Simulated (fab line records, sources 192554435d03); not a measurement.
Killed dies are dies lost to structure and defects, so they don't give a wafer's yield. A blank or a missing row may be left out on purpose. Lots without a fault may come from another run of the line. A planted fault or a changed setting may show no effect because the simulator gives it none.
Which tool did it? | flow n5_finfet | 24 lots, 72 wafers sampled, at 5 steps of a route of 1938

WHAT THE GAUGES READ, wafer by wafer
N5_BEOL_M9_CD_MEAS_11: target cd 64.1 nm.
lot  | measured     | on        | cd_nm (nm)
L074 | day 9 04:23  | cd_sem-02 | 64.4 64.1 63.9
L076 | day 9 19:02  | cd_sem-03 | 64.9 65.0 64.8
L075 | day 9 23:53  | cd_sem-03 | 64.4 64.1 64.4
L077 | day 10 07:38 | cd_sem-01 | 64.1 64.9 65.0
L078 | day 10 13:13 | cd_sem-01 | 66.5 65.6 64.6
L079 | day 10 18:42 | cd_sem-01 | 63.7 63.6 65.4
L080 | day 11 01:25 | cd_sem-02 | 64.0 64.9 64.7
L081 | day 11 01:35 | cd_sem-03 | 64.4 65.4 64.1
L082 | day 11 07:40 | cd_sem-01 | 64.3 64.1 64.6
L083 | day 11 11:30 | cd_sem-01 | 65.1 65.4 64.6
L084 | day 11 23:02 | cd_sem-01 | 64.1 64.2 63.9
L085 | day 12 02:25 | cd_sem-01 | 63.9 63.2 64.3
L086 | day 12 07:25 | cd_sem-02 | 64.7 65.8 65.8
L087 | day 12 20:47 | cd_sem-03 | 64.1 62.7 64.5
L089 | day 13 02:07 | cd_sem-03 | 65.1 64.2 64.5
L088 | day 13 04:58 | cd_sem-02 | 64.1 63.4 63.8
L091 | day 13 16:11 | cd_sem-02 | 64.9 64.0 64.7
L090 | day 13 16:33 | cd_sem-01 | 64.6 64.9 63.3
L092 | day 13 21:07 | cd_sem-02 | 65.2 64.1 63.1
L093 | day 14 07:56 | cd_sem-03 | 64.0 63.9 64.7
L094 | day 14 16:07 | cd_sem-01 | 63.5 64.1 64.7
L095 | day 14 21:24 | cd_sem-01 | 64.2 64.4 64.4
L096 | day 15 08:07 | cd_sem-03 | 64.1 64.8 65.1
L097 | day 15 08:27 | cd_sem-02 | 64.1 64.4 64.6

N5_BEOL_M9_CD_MEAS_28: target cd 70 nm.
lot  | measured     | on        | cd_nm (nm)
L074 | day 9 05:16  | cd_sem-01 | 70.1 69.8 70.5
L076 | day 9 22:10  | cd_sem-03 | 70.9 70.6 70.3
L075 | day 10 02:03 | cd_sem-02 | 69.5 70.0 70.1
L077 | day 10 10:34 | cd_sem-03 | 69.8 69.6 70.0
L078 | day 10 14:05 | cd_sem-02 | 70.2 69.7 69.5
L079 | day 10 20:47 | cd_sem-02 | 69.7 69.7 70.0
L080 | day 11 02:24 | cd_sem-01 | 70.1 69.8 69.9
L081 | day 11 02:38 | cd_sem-03 | 70.6 70.6 69.7
L082 | day 11 08:41 | cd_sem-02 | 70.6 69.6 70.2
L083 | day 11 13:17 | cd_sem-03 | 70.4 70.0 70.1
L084 | day 12 00:38 | cd_sem-01 | 69.9 69.9 70.3
L085 | day 12 04:39 | cd_sem-01 | 70.3 70.1 70.5
L086 | day 12 09:03 | cd_sem-01 | 70.0 69.5 70.3
L087 | day 12 23:10 | cd_sem-01 | 69.8 69.6 70.2
L089 | day 13 03:08 | cd_sem-03 | 69.8 69.6 70.0
L088 | day 13 07:46 | cd_sem-02 | 69.9 70.0 69.5
L091 | day 13 17:10 | cd_sem-01 | 70.0 70.5 70.1
L090 | day 13 17:38 | cd_sem-03 | 69.9 69.4 69.6
L092 | day 14 00:59 | cd_sem-01 | 69.6 70.1 69.8
L093 | day 14 09:40 | cd_sem-03 | 70.6 69.8 70.4
L094 | day 14 19:56 | cd_sem-01 | 69.5 70.0 70.1
L095 | day 14 23:41 | cd_sem-03 | 70.3 70.1 69.9
L096 | day 15 09:59 | cd_sem-02 | 69.6 70.1 70.0
L097 | day 15 10:01 | cd_sem-03 | 70.1 69.8 70.1

N5_BEOL_M9_INSPECT_30: inspects for defects (brightfield).
lot  | measured     | on                | raw_defect_count
L074 | day 9 05:22  | defect_inspect-02 | 274 318 369
L076 | day 9 22:16  | defect_inspect-01 | 337 438 265
L075 | day 10 02:08 | defect_inspect-01 | 363 373 389
L077 | day 10 10:40 | defect_inspect-01 | 197 344 306
L078 | day 10 14:11 | defect_inspect-01 | 352 404 348
L079 | day 10 20:52 | defect_inspect-01 | 406 447 512
L080 | day 11 02:29 | defect_inspect-01 | 329 257 301
L081 | day 11 02:43 | defect_inspect-01 | 508 395 414
L082 | day 11 08:46 | defect_inspect-01 | 310 309 308
L083 | day 11 13:22 | defect_inspect-02 | 640 398 467
L084 | day 12 00:44 | defect_inspect-02 | 379 277 453
L085 | day 12 04:44 | defect_inspect-02 | 414 269 278
L086 | day 12 09:08 | defect_inspect-02 | 371 403 348
L087 | day 12 23:15 | defect_inspect-01 | 313 268 267
L089 | day 13 03:14 | defect_inspect-01 | 578 584 564
L088 | day 13 07:51 | defect_inspect-02 | 327 364 591
L091 | day 13 17:15 | defect_inspect-01 | 291 316 494
L090 | day 13 17:43 | defect_inspect-02 | 375 297 289
L092 | day 14 01:05 | defect_inspect-02 | 382 470 347
L093 | day 14 09:45 | defect_inspect-01 | 348 387 422
L094 | day 14 20:02 | defect_inspect-01 | 330 307 369
L095 | day 14 23:46 | defect_inspect-02 | 400 540 360
L096 | day 15 10:07 | defect_inspect-01 | 469 383 382
L097 | day 15 10:11 | defect_inspect-01 | 373 269 253

WHICH TOOL RAN EACH LOT (tool, then ch and the chambers of the sampled wafers, then the start)
lot  | N5_BEOL_M9_DESCUM_16               | N5_BEOL_M9_ETCH_62
L074 | rie_diel-05 ch 0,1,3, day 9 04:28  | rie_diel-05 ch 0,1,3, day 9 04:33
L076 | rie_diel-02 ch 0,1,3, day 9 19:17  | rie_diel-02 ch 0,1,3, day 9 19:23
L075 | rie_diel-05 ch 0,2, day 9 23:58    | rie_diel-05 ch 0,2, day 10 00:03
L077 | rie_diel-06 ch 1,3, day 10 07:44   | rie_diel-06 ch 1,3, day 10 07:49
L078 | rie_diel-02 ch 0,1, day 10 13:19   | rie_diel-02 ch 0,1, day 10 13:23
L079 | rie_diel-05 ch 0,1, day 10 19:19   | rie_diel-05 ch 0,1, day 10 19:25
L080 | rie_diel-05 ch 1,2,3, day 11 01:30 | rie_diel-05 ch 1,2,3, day 11 01:35
L081 | rie_diel-05 ch 1,3, day 11 01:45   | rie_diel-05 ch 1,3, day 11 01:50
L082 | rie_diel-06 ch 2,3, day 11 07:55   | rie_diel-06 ch 2,3, day 11 08:00
L083 | rie_diel-05 ch 0,1,2, day 11 11:36 | rie_diel-05 ch 0,1,2, day 11 11:41
L084 | rie_diel-02 ch 0,2,3, day 11 23:07 | rie_diel-02 ch 0,2,3, day 11 23:13
L085 | rie_diel-05 ch 0,1,3, day 12 02:30 | rie_diel-05 ch 0,1,3, day 12 02:35
L086 | rie_diel-06 ch 1,3, day 12 07:31   | rie_diel-06 ch 1,3, day 12 07:36
L087 | rie_diel-05 ch 1,3, day 12 20:53   | rie_diel-05 ch 1,3, day 12 20:58
L089 | rie_diel-02 ch 0,1, day 13 02:13   | rie_diel-02 ch 0,1, day 13 02:17
L088 | rie_diel-05 ch 1,3, day 13 05:03   | rie_diel-05 ch 1,3, day 13 05:08
L091 | rie_diel-06 ch 1,2, day 13 16:17   | rie_diel-06 ch 1,2, day 13 16:22
L090 | rie_diel-02 ch 0,2,3, day 13 16:51 | rie_diel-02 ch 0,2,3, day 13 16:56
L092 | rie_diel-06 ch 1,2,3, day 13 21:11 | rie_diel-06 ch 1,2,3, day 13 21:17
L093 | rie_diel-02 ch 0,1,3, day 14 08:02 | rie_diel-02 ch 0,1,3, day 14 08:07
L094 | rie_diel-02 ch 2,3, day 14 16:12   | rie_diel-02 ch 2,3, day 14 16:17
L095 | rie_diel-02 ch 0,1,2, day 14 21:29 | rie_diel-02 ch 0,1,2, day 14 21:34
L096 | rie_diel-05 ch 0,1,2, day 15 08:38 | rie_diel-05 ch 0,1,2, day 15 08:43
L097 | rie_diel-02 ch 1,2,3, day 15 08:46 | rie_diel-02 ch 1,2,3, day 15 08:51
- N5_BEOL_M9_DESCUM_16: chemistry O2, time 7.9 s.
- N5_BEOL_M9_ETCH_62: etches SOC in N2/H2, target depth 110 nm, overetch 22 nm, time 165 s.

WHAT THE TOOLS THEMSELVES READ (means of the sampled wafers that have a number; where no wafer has one, the mark that the record gives instead)
N5_BEOL_M9_DESCUM_16.
lot  | tool        | drypump_motor_current_A (A) | oes_product_au (a.u.) | rf_vpp_V (V) | showerhead_plenum_p_Torr (Torr) | throttle_valve_pct (%)
L074 | rie_diel-05 | 5.7                         | 0.86                  | 244.7        | 2.13                            | 20.42
L076 | rie_diel-02 | 5.5                         | 0.74                  | 242.9        | 2.08                            | 20.27
L075 | rie_diel-05 | 5.7                         | 0.82                  | 243.0        | 2.14                            | 20.33
L077 | rie_diel-06 | 5.5                         | 0.75                  | 240.3        | 1.97                            | 20.24
L078 | rie_diel-02 | 5.7                         | 0.76                  | 242.9        | 2.02                            | 20.17
L079 | rie_diel-05 | 5.9                         | 0.85                  | 243.2        | 2.13                            | 20.50
L080 | rie_diel-05 | 5.4                         | 0.82                  | 244.2        | 2.16                            | 20.46
L081 | rie_diel-05 | 5.4                         | 0.83                  | 244.6        | 2.13                            | 20.49
L082 | rie_diel-06 | 5.6                         | 0.80                  | 244.2        | 2.12                            | 20.36
L083 | rie_diel-05 | 5.6                         | 0.82                  | 243.4        | 2.15                            | 20.43
L084 | rie_diel-02 | 5.5                         | 0.71                  | 242.6        | 2.10                            | 20.49
L085 | rie_diel-05 | 5.7                         | 0.82                  | 243.4        | 2.12                            | 20.45
L086 | rie_diel-06 | 5.1                         | 0.89                  | 242.1        | 2.01                            | 20.12
L087 | rie_diel-05 | 5.4                         | 0.82                  | 243.7        | 2.13                            | 20.49
L089 | rie_diel-02 | 5.7                         | 0.74                  | 242.3        | 2.02                            | 20.21
L088 | rie_diel-05 | 5.6                         | 0.83                  | 243.2        | 2.13                            | 20.55
L091 | rie_diel-06 | 5.2                         | 0.83                  | 243.8        | 2.17                            | 20.38
L090 | rie_diel-02 | 5.5                         | 0.71                  | 244.1        | 2.09                            | 20.48
L092 | rie_diel-06 | 5.3                         | 0.81                  | 242.7        | 2.06                            | 20.25
L093 | rie_diel-02 | 5.6                         | 0.72                  | 243.7        | 2.07                            | 20.33
L094 | rie_diel-02 | 5.6                         | 0.70                  | 242.6        | 2.11                            | 20.45
L095 | rie_diel-02 | 5.6                         | 0.71                  | 242.3        | 2.03                            | 20.39
L096 | rie_diel-05 | 5.7                         | 0.80                  | 243.4        | 2.14                            | 20.47
L097 | rie_diel-02 | 5.8                         | 0.72                  | 242.2        | 2.05                            | 20.35

N5_BEOL_M9_ETCH_62.
lot  | tool        | drypump_motor_current_A (A) | oes_product_au (a.u.) | rf_vpp_V (V) | showerhead_plenum_p_Torr (Torr) | throttle_valve_pct (%)
L074 | rie_diel-05 | 5.7                         | 0.73                  | 525.0        | 2.60                            | 17.89
L076 | rie_diel-02 | 5.5                         | 0.63                  | 524.5        | 2.53                            | 17.72
L075 | rie_diel-05 | 5.7                         | 0.70                  | 525.3        | 2.62                            | 17.72
L077 | rie_diel-06 | 5.5                         | 0.63                  | 519.5        | 2.38                            | 17.55
L078 | rie_diel-02 | 5.7                         | 0.64                  | 521.3        | 2.45                            | 17.55
L079 | rie_diel-05 | 5.9                         | 0.73                  | 525.7        | 2.59                            | 17.98
L080 | rie_diel-05 | 5.4                         | 0.71                  | 525.9        | 2.63                            | 17.93
L081 | rie_diel-05 | 5.4                         | 0.72                  | 525.0        | 2.60                            | 17.98
L082 | rie_diel-06 | 5.6                         | 0.66                  | 523.8        | 2.55                            | 17.63
L083 | rie_diel-05 | 5.6                         | 0.70                  | 525.3        | 2.62                            | 17.88
L084 | rie_diel-02 | 5.5                         | 0.62                  | 524.0        | 2.55                            | 17.90
L085 | rie_diel-05 | 5.7                         | 0.70                  | 525.6        | 2.59                            | 17.94
L086 | rie_diel-06 | 5.1                         | 0.75                  | 521.2        | 2.43                            | 17.38
L087 | rie_diel-05 | 5.4                         | 0.70                  | 524.0        | 2.60                            | 18.01
L089 | rie_diel-02 | 5.7                         | 0.62                  | 522.1        | 2.44                            | 17.59
L088 | rie_diel-05 | 5.6                         | 0.71                  | 525.1        | 2.60                            | 18.06
L091 | rie_diel-06 | 5.2                         | 0.70                  | 525.4        | 2.60                            | 17.62
L090 | rie_diel-02 | 5.5                         | 0.61                  | 523.7        | 2.55                            | 17.93
L092 | rie_diel-06 | 5.3                         | 0.69                  | 522.8        | 2.49                            | 17.53
L093 | rie_diel-02 | 5.5                         | 0.61                  | 523.3        | 2.52                            | 17.79
L094 | rie_diel-02 | 5.6                         | 0.60                  | 525.3        | 2.59                            | 18.07
L095 | rie_diel-02 | 5.6                         | 0.61                  | 522.5        | 2.46                            | 17.75
L096 | rie_diel-05 | 5.7                         | 0.68                  | 526.2        | 2.61                            | 17.92
L097 | rie_diel-02 | 5.8                         | 0.60                  | 522.5        | 2.51                            | 17.90

THE ANSWER, worked out from the rows above alone
Rule: what is usual is taken from the lots themselves. Put in order of their means at a reading, lots are off if they are a third of the lots or fewer, leave a main group of 4 or more, and stand apart from it by a gap of 3 or more times the standard deviation of the main group's means; of several such gaps the widest counts. A main group whose means are all the same, to the digits that the tables above print for the reading, isn't used. A lot without any number at a reading at which 4 lots or more have one is off too. The other lots that the step has rows for count as sound. The gauges are gone through in route order, then the tools' own readings, and for those a lot's mean is taken as printed above. The first step at which some lot is off is used, and at that step the reading that is off furthest; a lot without a number counts as furthest.
No lot is off at any reading shown: from this, nothing can be told.

WHAT THE SIMULATOR HAD PUT IN
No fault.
